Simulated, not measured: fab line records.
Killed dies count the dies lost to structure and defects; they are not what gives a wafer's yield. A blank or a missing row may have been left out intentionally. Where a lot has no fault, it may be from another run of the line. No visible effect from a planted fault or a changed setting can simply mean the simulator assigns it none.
8D (eight disciplines) problem report, filled in by code -- flow n5 finfet -- the parts of the form that need people (team, actions taken, sign-off) are left out

1. WHAT WENT WRONG
oes product au at N5_BEOL_M1_VIA_ETCH_34 reads a mean of 1.20 a.u. on 1 wafer of 1 lot; wafers without a fault read 0.78 a.u. with a standard deviation of 0.093. Relative to the usual mean, that is a shift of +4.5 standard deviations.
The step: etches the open film in C4F6/O2, target depth 67.8 nm, time 64.4 s.
The first sign was on wafer L909.5 at day 8 11:50, on rie diel-04. At this step, 23 wafers from 8 lots have a number in the record. Rule for "out", or "out of limits": more than 4 standard deviations from the usual mean. All remaining wafers that have a number are taken as sound.

2. WHAT IT IS AND WHAT IT IS NOT
question,is,is not
which readings at this step,oes product au,"O2_flow_sccm, drypump motor current A, rf vpp V, showerhead plenum p Torr, throttle valve pct"
which lots,L909,"L901, L905, L914, L919, L921, L922, L923"
which wafers of those lots,L909.5,L909.6
read on which tools,rie diel-04,"rie diel-02, rie diel-06"
when,from day 8 11:50,"up to then (7 sound wafers); but 15 sound wafers of L914, L919, L921, L922, L923 came after"

3. THE SUSPECTS, EACH WITH WHAT RULES IT OUT
Counting: a tool at a process step up to the reading stays a suspect if it ran every lot that is out. Sound lots after the first of them don't rule it out here, since some wafers of a struck lot are sound.
- rie diel-04 at N5_BEOL_M1_ETCH_74 (etches underlayer in N2/H2, target depth 6.5 nm, time 5.2 s): kept. It ran the lot that is out, L909 (day 8 07:53).
- rie diel-04 at N5_BEOL_M1_ETCH_63 (etches SiARC in CF4, target depth 15.6 nm, time 26 s): kept. It ran the lot that is out, L909 (day 8 07:55).
- rie diel-06 at N5_BEOL_M1_ETCH_77 (etches underlayer in N2/H2, target depth 6.5 nm, time 5.2 s): kept. It ran the lot that is out, L909 (day 8 08:54).
- rie diel-04 at N5_BEOL_M1_VIA_ETCH_34 (etches the open film in C4F6/O2, target depth 67.8 nm, time 64.4 s): kept. The lot that is out, L909, ran on it at day 8 11:50; the last sound lot it ran before that was L905, at day 7 04:16. Out on those wafers are its own readings of oes product au.
- At N5_BEOL_M1_ETCH_74 on rie diel-04, chamber 3 took the sound wafers of the same lots and chamber 0 took the wafers that are out.
- At N5_BEOL_M1_ETCH_63 on rie diel-04, chamber 3 took the sound wafers of the same lots and chamber 0 took the wafers that are out.
- At N5_BEOL_M1_ETCH_77 on rie diel-06, chamber 0 took the sound wafers of the same lots and chamber 2 took the wafers that are out.
- At N5_BEOL_M1_VIA_ETCH_34 on rie diel-04, chamber 1 took the sound wafers of the same lots and chamber 0 took the wafers that are out.
Left after counting: rie diel-04 at N5_BEOL_M1_ETCH_74, rie diel-04 at N5_BEOL_M1_ETCH_63, rie diel-06 at N5_BEOL_M1_ETCH_77, rie diel-04 at N5_BEOL_M1_VIA_ETCH_34.

4. THE CAUSE (what the simulator had put in)
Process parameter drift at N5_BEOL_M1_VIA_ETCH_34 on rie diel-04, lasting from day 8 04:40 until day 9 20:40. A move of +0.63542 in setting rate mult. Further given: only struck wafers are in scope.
After counting, 4 suspects remain, this tool included.

5. THE EFFECT CHAIN, in route order
Rows list readings where the struck wafers' mean (over those with a number) sits beyond 3 standard deviations from the usual. Scope: only readings with a usual standard deviation given in the record; hours: median across lots of the time from each lot's start at the first step in this table that gives one to its start at this step; sigmas: change in usual standard deviations.
hours,step,reading,usual,on struck wafers,change,sigmas
0,N5_BEOL_M1_VIA_ETCH_34,oes product au,0.78 a.u.,1.20,+0.42,+4.5
The process steps in it:
- N5_BEOL_M1_VIA_ETCH_34: etches the open film in C4F6/O2, target depth 67.8 nm, time 64.4 s.
Later measuring or inspecting steps at which every struck wafer that the step has a row for has a number for every such reading, and none has moved that far: N5_BEOL_M4_RC_MEAS_101.

6. HOW IT WOULD HAVE BEEN CAUGHT EARLIER
7 hours passed between the start of the fault at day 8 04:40 and the first reading out of limits in this record, taken at day 8 11:50.
